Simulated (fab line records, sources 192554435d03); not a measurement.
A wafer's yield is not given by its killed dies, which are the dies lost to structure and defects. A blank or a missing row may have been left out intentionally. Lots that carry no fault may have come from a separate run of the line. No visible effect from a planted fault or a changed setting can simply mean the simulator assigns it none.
What tool caused it? ; flow n5 finfet ; 12 lots with 36 wafers sampled at 4 steps, on a route of 1938 steps

WHAT EACH GAUGE READ, for each wafer
N5_FIN_CUT_CD_MEAS_08: target cd 29.1 nm.
lot;measured;on;cd nm (nm)
L075;day 2 09:38;cd sem-02;28.99 29.23 29.39
L077;day 3 04:25;cd sem-01;28.70 29.08 28.72
L079;day 3 12:13;cd sem-02;29.33 29.06 29.25
L081;day 3 22:14;cd sem-01;29.25 28.91 28.88
L083;day 4 10:49;cd sem-02;28.75 29.11 29.13
L085;day 4 20:41;cd sem-01;28.78 29.15 28.95
L087;day 5 08:26;cd sem-01;28.48 28.91 29.10
L089;day 5 21:45;cd sem-01;28.64 29.46 28.59
L091;day 6 09:44;cd sem-01;28.75 29.04 28.74
L093;day 6 21:53;cd sem-01;29.56 29.27 29.08
L095;day 7 09:38;cd sem-02;29.39 29.43 29.19
L097;day 7 20:28;cd sem-01;29.27 28.92 29.09

EACH LOT AND THE TOOL THAT RAN IT (in order: tool; ch and the chambers of the sampled wafers; start)
lot;N5_FIN_SAQP_ETCH_52;N5_FIN_SAQP_ETCH_67;N5_FIN_SAQP_SPACER2_ETCHBACK_29
L075;rie diel-03 ch 0,1,3, day 2 04:13;rie diel-03 ch 0,1,3, day 2 07:17;rie diel-01 ch 0,1,3, day 2 08:31
L077;rie diel-06 ch 1,2,3, day 2 21:57;rie diel-06 ch 1,2, day 3 02:07;rie diel-03 ch 0,1,3, day 3 03:12
L079;rie diel-03 ch 0,1,2, day 3 04:52;rie diel-06 ch 0,1,3, day 3 08:22;rie diel-03 ch 0,1,2, day 3 10:40
L081;rie diel-06 ch 0,3, day 3 16:55;rie diel-03 ch 2,3, day 3 20:04;rie diel-06 ch 0,2,3, day 3 20:43
L083;rie diel-03 ch 2,3, day 4 05:28;rie diel-06 ch 0,1,2, day 4 08:37;rie diel-06 ch 0,2,3, day 4 09:43
L085;rie diel-06 ch 0,1,2, day 4 15:21;rie diel-03 ch 1,2, day 4 18:02;rie diel-06 ch 1,2, day 4 19:26
L087;rie diel-06 ch 1,2, day 5 03:58;rie diel-03 ch 2,3, day 5 06:40;rie diel-01 ch 0,1,3, day 5 07:14
L089;rie diel-03 ch 0,2, day 5 16:40;rie diel-01 ch 1,2,3, day 5 20:05;rie diel-01 ch 1,3, day 5 20:40
L091;rie diel-03 ch 0,3, day 6 05:02;rie diel-01 ch 0,1,3, day 6 07:59;rie diel-01 ch 0,1,3, day 6 08:35
L093;rie diel-03 ch 1,2, day 6 16:59;rie diel-03 ch 0,2, day 6 19:45;rie diel-06 ch 0,1,3, day 6 20:41
L095;rie diel-03 ch 0,1,2, day 7 05:00;rie diel-01 ch 0,1, day 7 07:58;rie diel-03 ch 1,2,3, day 7 08:32
L097;rie diel-01 ch 0,1,2, day 7 15:58;rie diel-01 ch 0,3, day 7 18:49;rie diel-06 ch 0,3, day 7 19:23
- N5_FIN_SAQP_ETCH_52: etches SOC in N2/H2, target depth 100 nm, overetch 20 nm, time 150 s.
- N5_FIN_SAQP_ETCH_67: etches SiNx in CH3F/O2, target depth 30 nm.
- N5_FIN_SAQP_SPACER2_ETCHBACK_29: etches SiO2 in CHF3/O2, target depth 12.2 nm, time 6.1 s.

THE ANSWER, worked out from the rows above alone
Rule: the usual values come from the lots themselves. The widest of any qualifying gaps counts: lots, ordered by their means at a reading, are off when they make up no more than a third of the lots, leave a main group of 4 or more, and stand apart from it by 3 or more times the standard deviation of that group's means. If all means in a main group match to the digits the tables above print for the reading, that group is not used. Also off: a lot with no number at a reading for which 4 or more lots have one. Where the step has rows for the other lots, those lots are counted as sound.
Across all readings shown, no lot is off: no conclusion can be drawn from this.

WHAT HAD BEEN PUT IN BY THE SIMULATOR
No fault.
